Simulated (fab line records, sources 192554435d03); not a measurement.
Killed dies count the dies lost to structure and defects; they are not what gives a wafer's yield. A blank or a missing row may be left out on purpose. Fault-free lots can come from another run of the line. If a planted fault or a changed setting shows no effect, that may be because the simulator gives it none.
The same fault as seen by 2 desks :: flow n5Finfet :: each desk holds nothing but its own numbers, with what lay behind them at the end

## FROM THE METROLOGY DESK
What the gauges read for every lot (on any tool): the sampled wafers with a number, averaged. The brackets show how far a lot's mean lies from the usual mean; more than 4 standard deviations puts the lot out of limits, marked OUT. Shown here are 7 of its 12 readings, the ones lying furthest out on some lot.
Columns: A = DIBL_N at N5_BEOL_M4_RC_MEAS_101, usual 36.0 mV/V; B = DIBL_P at N5_BEOL_M4_RC_MEAS_101, usual 36.2 mV/V; C = IOFF_N at N5_BEOL_M4_RC_MEAS_101, usual 0.155 nA/um; D = ION_N at N5_BEOL_M4_RC_MEAS_101, usual 674 uA/um; E = ION_P at N5_BEOL_M4_RC_MEAS_101, usual 463 uA/um; F = SS_N at N5_BEOL_M4_RC_MEAS_101, usual 71.4 mV/dec; G = VT_N at N5_BEOL_M4_RC_MEAS_101, usual 250.0 mV
lot: L783
first seen here: day 8 15:07
A: 34.0
B: 33.6
C: 0.111
D: 657
E: 457
F: 70.8
G: 255.0

lot: L785
first seen here: day 10 04:01
A: 36.3
B: 35.9
C: 0.153
D: 677
E: 458
F: 71.2
G: 250.7

lot: L786
first seen here: day 10 04:20
A: 36.0
B: 34.4
C: 0.144
D: 673
E: 465
F: 71.6
G: 250.1

lot: L790
first seen here: day 10 19:26
A: 37.1
B: 37.5
C: 0.155
D: 671
E: 461
F: 71.8
G: 249.8

lot: L791
first seen here: day 11 01:04
A: 35.4
B: 36.5
C: 0.151
D: 672
E: 458
F: 71.3
G: 251.0

lot: L792
first seen here: day 11 02:32
A: 36.6
B: 35.9
C: 0.167
D: 678
E: 458
F: 71.1
G: 249.1

lot: L794
first seen here: day 11 12:11
A: 35.0
B: 36.2
C: 0.159
D: 679
E: 465
F: 71.1
G: 250.1

lot: L802
first seen here: day 14 06:34
A: 36.9
B: 36.6
C: 0.167
D: 681
E: 474
F: 72.1
G: 251.0

lot: L788
first seen here: day 14 09:02
A: 35.6
B: 36.5
C: 0.150
D: 666
E: 454
F: 71.6
G: 251.0

lot: L806
first seen here: day 14 10:59
A: 34.9
B: 34.6
C: 0.125
D: 669
E: 464
F: 70.8
G: 253.6

lot: L803
first seen here: day 15 09:02
A: 35.3
B: 36.1
C: 0.151
D: 673
E: 464
F: 71.3
G: 249.2
Result from this desk: across the 11 lots, nothing is out of limits.

## DESK OF THE TOOL OWNER: lithoTrack-03
The tool's own readings at N5_BEOL_M4_COAT_22 (resist thk 30 nm): means of the sampled wafers that have a number, for each lot that ran on this tool. The brackets show how far a lot's mean lies from the usual mean; more than 4 standard deviations puts the lot out of limits, marked OUT.
Columns: A = spinSpeedRpm at N5_BEOL_M4_COAT_22, usual 1500.0 rpm
lot: L785
first seen here: day 10 04:45
A: 1500.2

lot: L786
first seen here: day 10 04:59
A: 1500.9

lot: L790
first seen here: day 10 20:03
A: 1499.6

lot: L802
first seen here: day 14 07:13
A: 1716.6 (+99 or more) OUT

lot: L803
first seen here: day 15 09:38
A: 1717.4 (+99 or more) OUT
This desk's finding: out of limits on L802, L803; first on L802, day 14 07:13 (spinSpeedRpm at N5_BEOL_M4_COAT_22). L785, L786, L790 stayed within limits.

## ALL TOGETHER
At day 14 07:13, on L802, L803, the tool owner's desk was in a position to raise an alarm.
The metrology desk saw nothing out of limits.
The metrology desk holds a record of L802, L803, inside its limits.
Every lot named ran N5_BEOL_M4_COAT_22 on lithoTrack-03.

## WHAT THE SIMULATOR PUT IN
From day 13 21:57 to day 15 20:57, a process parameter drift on lithoTrack-03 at N5_BEOL_M4_COAT_22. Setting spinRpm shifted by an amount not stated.
Shown lots that were struck: L802, L803.
Time in hours from fault onset to the first out-of-limits reading at each desk: the tool owner's desk, 9.
